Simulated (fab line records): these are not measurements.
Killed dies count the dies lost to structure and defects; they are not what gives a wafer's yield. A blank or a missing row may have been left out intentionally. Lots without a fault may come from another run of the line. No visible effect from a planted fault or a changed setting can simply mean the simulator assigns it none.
Which tool was responsible?    flow n5Finfet    36 wafers from 12 lots sampled at 5 of the route's 1938 steps

WHAT EACH GAUGE READ, for each wafer
N5_ILD0_INSPECT_06: inspects for defects (darkfield).
lot   measured     on                rawDefectCount
L075  day 4 03:29  defectInspect-01  18 39 32
L077  day 4 12:23  defectInspect-02  35 24 22
L079  day 5 00:51  defectInspect-02  85 35 31
L081  day 5 14:20  defectInspect-01  27 44 59
L083  day 6 01:38  defectInspect-01  26 28 18
L085  day 6 09:55  defectInspect-01  26 22 26
L087  day 7 02:09  defectInspect-02  41 21 16
L089  day 7 12:00  defectInspect-01  22 27 37
L091  day 7 23:13  defectInspect-02  50 29 59
L093  day 8 14:14  defectInspect-01  21 45 30
L095  day 9 00:34  defectInspect-01  60 43 35
L097  day 9 13:56  defectInspect-02  34 33 43

WHICH TOOL RAN EACH LOT (tool, then ch and the chambers of the sampled wafers, then the start)
lot   N5_SPACER0_ALD_08                N5_SD_EPI_N_ETCH_45               N5_ILD0_CMP_07                N5_ILD0_CMP_12
L075  aldSin-04 ch 1,2, day 3 09:48    rieDiel-03 ch 0,3, day 3 12:08    cmp-02 ch 0,1,2, day 4 00:02  cmp-02 ch 0,3, day 4 03:13
L077  aldSin-02 ch 0,1, day 3 20:07    rieDiel-05 ch 0,1, day 3 21:26    cmp-01 ch 0,1,2, day 4 08:56  cmp-01 ch 1,2,3, day 4 12:08
L079  aldSin-04 ch 0,1,3, day 4 08:09  rieDiel-03 ch 1,2, day 4 09:22    cmp-03 ch 0,1,3, day 4 21:22  cmp-02 ch 0,3, day 5 00:32
L081  aldSin-01 ch 0,1,3, day 4 22:12  rieDiel-03 ch 0,1,2, day 4 23:22  cmp-03 ch 2,3, day 5 10:39    cmp-01 ch 1,2,3, day 5 14:07
L083  aldSin-01 ch 0,1, day 5 07:04    rieDiel-06 ch 0,3, day 5 08:34    cmp-03 ch 0,1,2, day 5 22:12  cmp-01 ch 1,2, day 6 01:19
L085  aldSin-01 ch 1,3, day 5 17:24    rieDiel-05 ch 0,2, day 5 18:26    cmp-02 ch 0,1, day 6 06:23    cmp-02 ch 2,3, day 6 09:38
L087  aldSin-02 ch 2,3, day 6 08:03    rieDiel-05 ch 1,2, day 6 09:13    cmp-03 ch 0,3, day 6 22:28    cmp-01 ch 0,1,2, day 7 01:57
L089  aldSin-04 ch 2,3, day 6 20:10    rieDiel-03 ch 1,2, day 6 21:20    cmp-03 ch 0,3, day 7 08:30    cmp-03 ch 0,1, day 7 11:41
L091  aldSin-02 ch 1,3, day 7 06:39    rieDiel-03 ch 1,2, day 7 07:49    cmp-03 ch 1,2,3, day 7 19:14  cmp-02 ch 1,3, day 7 22:56
L093  aldSin-02 ch 0,3, day 7 20:31    rieDiel-05 ch 0,2,3, day 7 21:32  cmp-03 ch 0,1,2, day 8 10:32  cmp-03 ch 0,2,3, day 8 13:55
L095  aldSin-02 ch 2,3, day 8 06:17    rieDiel-06 ch 0,2, day 8 07:26    cmp-01 ch 2,3, day 8 20:42    cmp-02 ch 0,1,2, day 9 00:20
L097  aldSin-02 ch 0,3, day 8 20:02    rieDiel-03 ch 0,3, day 8 21:11    cmp-02 ch 1,2,3, day 9 10:23  cmp-02 ch 0,2,3, day 9 13:37
- N5_SPACER0_ALD_08: deposits SiNx, target thk 2 nm.
- N5_SD_EPI_N_ETCH_45: etches SiOCN in CH3F/O2, target depth 6 nm.
- N5_ILD0_CMP_07: polishes SiO2 flowable, stops on poly-Si, t overpolish 1.18 s, target thk 138.88 nm.
- N5_ILD0_CMP_12: polishes SiNx, stops on poly-Si, t overpolish 6 s, target thk 17.67 nm.

THE ANSWER, worked out from the rows above alone
Rule: the usual values come from the lots themselves. Put in order of their means at a reading, lots are off if they are a third of the lots or fewer, leave a main group of 4 or more, and stand apart from it by a gap of 3 or more times the standard deviation of the main group's means; of several such gaps the widest counts. Not used: any main group whose means are identical at the precision the tables above print for the reading. A lot without any number at a reading at which 4 lots or more have one is off too. Any other lot the step has rows for is counted as sound.
No lot is off at any reading shown: from this, nothing can be told.

WHAT THE SIMULATOR HAD PUT IN
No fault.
